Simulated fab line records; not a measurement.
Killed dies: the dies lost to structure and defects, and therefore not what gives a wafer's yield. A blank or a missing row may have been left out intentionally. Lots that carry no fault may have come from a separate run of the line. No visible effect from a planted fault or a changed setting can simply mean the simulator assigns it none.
Matching of chambers :: flow n5-finfet :: N5_BEOL_M6_PECVD_70 on pecvd-02 has 3 sister chambers
The step deposits SiO2 from TEOS/O2, target thk 20 nm, time 22.7 s. 14 wafers are shown with their chamber, then 7 later ones without.

## WAFERS WITH THEIR CHAMBER
wafer: L078.3
chamber: 0
throttle-valve-pct (%): 21.5
showerhead-plenum-p-Torr (Torr): 8.82
heater-power-w (W): 802

wafer: L078.4
chamber: 2
throttle-valve-pct (%): 23.4
showerhead-plenum-p-Torr (Torr): 8.73
heater-power-w (W): 681

wafer: L078.5
chamber: 1
throttle-valve-pct (%): 23.7
showerhead-plenum-p-Torr (Torr): 8.83
heater-power-w (W): 627

wafer: L082.2
chamber: 1
throttle-valve-pct (%): 24.2
showerhead-plenum-p-Torr (Torr): 8.83
heater-power-w (W): 635

wafer: L082.4
chamber: 2
throttle-valve-pct (%): 23.6
showerhead-plenum-p-Torr (Torr): 8.72
heater-power-w (W): 796

wafer: L082.5
chamber: 1
throttle-valve-pct (%): 24.0
showerhead-plenum-p-Torr (Torr): 8.86
heater-power-w (W): 660

wafer: L085.2
chamber: 2
throttle-valve-pct (%): 23.8
showerhead-plenum-p-Torr (Torr): 8.68
heater-power-w (W): 772

wafer: L085.3
chamber: 1
throttle-valve-pct (%): 23.9
showerhead-plenum-p-Torr (Torr): 8.83
heater-power-w (W): 625

wafer: L085.4
chamber: 1
throttle-valve-pct (%): 24.1
showerhead-plenum-p-Torr (Torr): 8.86
heater-power-w (W): 636

wafer: L090.2
chamber: 0
throttle-valve-pct (%): 21.4
showerhead-plenum-p-Torr (Torr): 8.81
heater-power-w (W): 807

wafer: L090.3
chamber: 1
throttle-valve-pct (%): 24.1
showerhead-plenum-p-Torr (Torr): 8.84
heater-power-w (W): 676

wafer: L090.5
chamber: 2
throttle-valve-pct (%): 23.6
showerhead-plenum-p-Torr (Torr): 8.71
heater-power-w (W): 787

wafer: L093.3
chamber: 2
throttle-valve-pct (%): 23.8
showerhead-plenum-p-Torr (Torr): 8.70
heater-power-w (W): 643

wafer: L093.5
chamber: 1
throttle-valve-pct (%): 24.0
showerhead-plenum-p-Torr (Torr): 8.83
heater-power-w (W): 706

SIGNATURES (averages over the wafers above)
reading: throttle-valve-pct
chamber 0: 21.450
chamber 1: 24.000
chamber 2: 23.640
scatter within a chamber: 0.159

reading: showerhead-plenum-p-Torr
chamber 0: 8.8150
chamber 1: 8.8400
chamber 2: 8.7080
scatter within a chamber: 0.0158

reading: heater-power-w
chamber 0: 804.50
chamber 1: 652.14
chamber 2: 735.80
scatter within a chamber: 47.3
Rule: for each reading, subtract the chamber's mean from the wafer's reading, divide by that reading's scatter and square the result; add these up over the readings and take the root, which gives the wafer's distance from the chamber. The wafer belongs to the nearest chamber; if the next one is less than 2 further off, it can't be placed. The scatter: take each reading less its chamber's mean, square it, sum over the shown wafers, divide by the number of wafers less the number of chambers, and take the root.

## WAFERS WITHOUT THEIR CHAMBER
wafer: L093.6
throttle-valve-pct (%): 21.6
showerhead-plenum-p-Torr (Torr): 8.83
heater-power-w (W): 640

wafer: L094.2
throttle-valve-pct (%): 23.9
showerhead-plenum-p-Torr (Torr): 8.70
heater-power-w (W): 712

wafer: L094.3
throttle-valve-pct (%): 24.3
showerhead-plenum-p-Torr (Torr): 8.84
heater-power-w (W): 759

wafer: L094.5
throttle-valve-pct (%): 24.1
showerhead-plenum-p-Torr (Torr): 8.84
heater-power-w (W): 735

wafer: L095.1
throttle-valve-pct (%): 23.6
showerhead-plenum-p-Torr (Torr): 8.86
heater-power-w (W): 659

wafer: L095.4
throttle-valve-pct (%): 24.0
showerhead-plenum-p-Torr (Torr): 8.86
heater-power-w (W): 685

wafer: L095.6
throttle-valve-pct (%): 21.3
showerhead-plenum-p-Torr (Torr): 8.85
heater-power-w (W): 706

## THE CHAMBER EACH PASSED THROUGH
wafer: L093.6
from the rows above: 0
in truth: 0

wafer: L094.2
from the rows above: 2
in truth: 2

wafer: L094.3
from the rows above: 1
in truth: 1

wafer: L094.5
from the rows above: 1
in truth: 1

wafer: L095.1
from the rows above: 1
in truth: 1

wafer: L095.4
from the rows above: 1
in truth: 1

wafer: L095.6
from the rows above: 0
in truth: 0
Placed correctly: 7 of 7. Number that these rows cannot place: 0. Number placed wrongly: 0.
